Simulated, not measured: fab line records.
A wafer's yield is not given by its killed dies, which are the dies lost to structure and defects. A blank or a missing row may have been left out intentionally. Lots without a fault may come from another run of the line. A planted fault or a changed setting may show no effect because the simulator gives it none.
Chamber matching / flow nand_harc / NHARC_A_CONTACT_ETCH_88 on rie_diel-03: 4 sister chambers
The step etches the open film in CF4, target depth 39 nm, time 65 s. 14 wafers are shown with their chamber, then 7 later ones without.

WAFERS WITH THEIR CHAMBER
wafer=L075.1; chamber=2; drypump_motor_current_A (A)=5.2; showerhead_plenum_p_Torr (Torr)=1.87; oes_product_au (a.u.)=1.000
wafer=L075.3; chamber=1; drypump_motor_current_A (A)=4.7; showerhead_plenum_p_Torr (Torr)=1.84; oes_product_au (a.u.)=1.003
wafer=L075.5; chamber=2; drypump_motor_current_A (A)=5.2; showerhead_plenum_p_Torr (Torr)=1.87; oes_product_au (a.u.)=0.998
wafer=L082.1; chamber=0; drypump_motor_current_A (A)=5.7; showerhead_plenum_p_Torr (Torr)=1.79; oes_product_au (a.u.)=0.995
wafer=L082.4; chamber=3; drypump_motor_current_A (A)=5.3; showerhead_plenum_p_Torr (Torr)=1.65; oes_product_au (a.u.)=0.996
wafer=L082.6; chamber=0; drypump_motor_current_A (A)=5.8; showerhead_plenum_p_Torr (Torr)=1.79; oes_product_au (a.u.)=0.996
wafer=L087.1; chamber=1; drypump_motor_current_A (A)=4.7; showerhead_plenum_p_Torr (Torr)=1.83; oes_product_au (a.u.)=1.006
wafer=L087.2; chamber=3; drypump_motor_current_A (A)=5.3; showerhead_plenum_p_Torr (Torr)=1.65; oes_product_au (a.u.)=0.994
wafer=L087.3; chamber=2; drypump_motor_current_A (A)=5.2; showerhead_plenum_p_Torr (Torr)=1.87; oes_product_au (a.u.)=1.000
wafer=L090.2; chamber=2; drypump_motor_current_A (A)=5.2; showerhead_plenum_p_Torr (Torr)=1.86; oes_product_au (a.u.)=1.001
wafer=L090.4; chamber=1; drypump_motor_current_A (A)=4.7; showerhead_plenum_p_Torr (Torr)=1.82; oes_product_au (a.u.)=0.999
wafer=L090.6; chamber=2; drypump_motor_current_A (A)=5.2; showerhead_plenum_p_Torr (Torr)=1.86; oes_product_au (a.u.)=1.000
wafer=L093.2; chamber=1; drypump_motor_current_A (A)=4.7; showerhead_plenum_p_Torr (Torr)=1.82; oes_product_au (a.u.)=1.022
wafer=L093.4; chamber=3; drypump_motor_current_A (A)=5.3; showerhead_plenum_p_Torr (Torr)=1.64; oes_product_au (a.u.)=1.000

SIGNATURES (means of the wafers above)
reading=drypump_motor_current_A; chamber 0=5.750; chamber 1=4.700; chamber 2=5.200; chamber 3=5.300; scatter within a chamber=0.0224
reading=showerhead_plenum_p_Torr; chamber 0=1.7900; chamber 1=1.8275; chamber 2=1.8660; chamber 3=1.6467; scatter within a chamber=0.00679
reading=oes_product_au; chamber 0=0.99550; chamber 1=1.00750; chamber 2=0.99980; chamber 3=0.99667; scatter within a chamber=0.00574
Rule: a wafer's distance from a chamber is the root of the sum, over the readings, of the square of ((its reading less the chamber's mean) divided by the reading's scatter). The wafer belongs to the nearest chamber; if the next one is less than 2 further off, it can't be placed. How the scatter is found: for the shown wafers, subtract from each reading the mean of its chamber, square and add these, divide the total by (wafers less chambers), then take the root.

WAFERS WITH NO CHAMBER GIVEN
wafer=L093.5; drypump_motor_current_A (A)=5.2; showerhead_plenum_p_Torr (Torr)=1.86; oes_product_au (a.u.)=1.014
wafer=L095.2; drypump_motor_current_A (A)=4.8; showerhead_plenum_p_Torr (Torr)=1.82; oes_product_au (a.u.)=1.003
wafer=L095.5; drypump_motor_current_A (A)=5.8; showerhead_plenum_p_Torr (Torr)=1.79; oes_product_au (a.u.)=0.984
wafer=L095.6; drypump_motor_current_A (A)=4.8; showerhead_plenum_p_Torr (Torr)=1.82; oes_product_au (a.u.)=0.999
wafer=L094.3; drypump_motor_current_A (A)=4.7; showerhead_plenum_p_Torr (Torr)=1.82; oes_product_au (a.u.)=1.003
wafer=L094.4; drypump_motor_current_A (A)=4.7; showerhead_plenum_p_Torr (Torr)=1.82; oes_product_au (a.u.)=1.014
wafer=L094.5; drypump_motor_current_A (A)=5.7; showerhead_plenum_p_Torr (Torr)=1.79; oes_product_au (a.u.)=0.988

CHAMBER TAKEN BY EACH
wafer=L093.5; from the rows above=2; in truth=2
wafer=L095.2; from the rows above=1; in truth=1
wafer=L095.5; from the rows above=0; in truth=0
wafer=L095.6; from the rows above=1; in truth=1
wafer=L094.3; from the rows above=1; in truth=1
wafer=L094.4; from the rows above=1; in truth=1
wafer=L094.5; from the rows above=0; in truth=0
Placed correctly: 7 of 7. Can't be placed from these rows: 0. Number placed wrongly: 0.
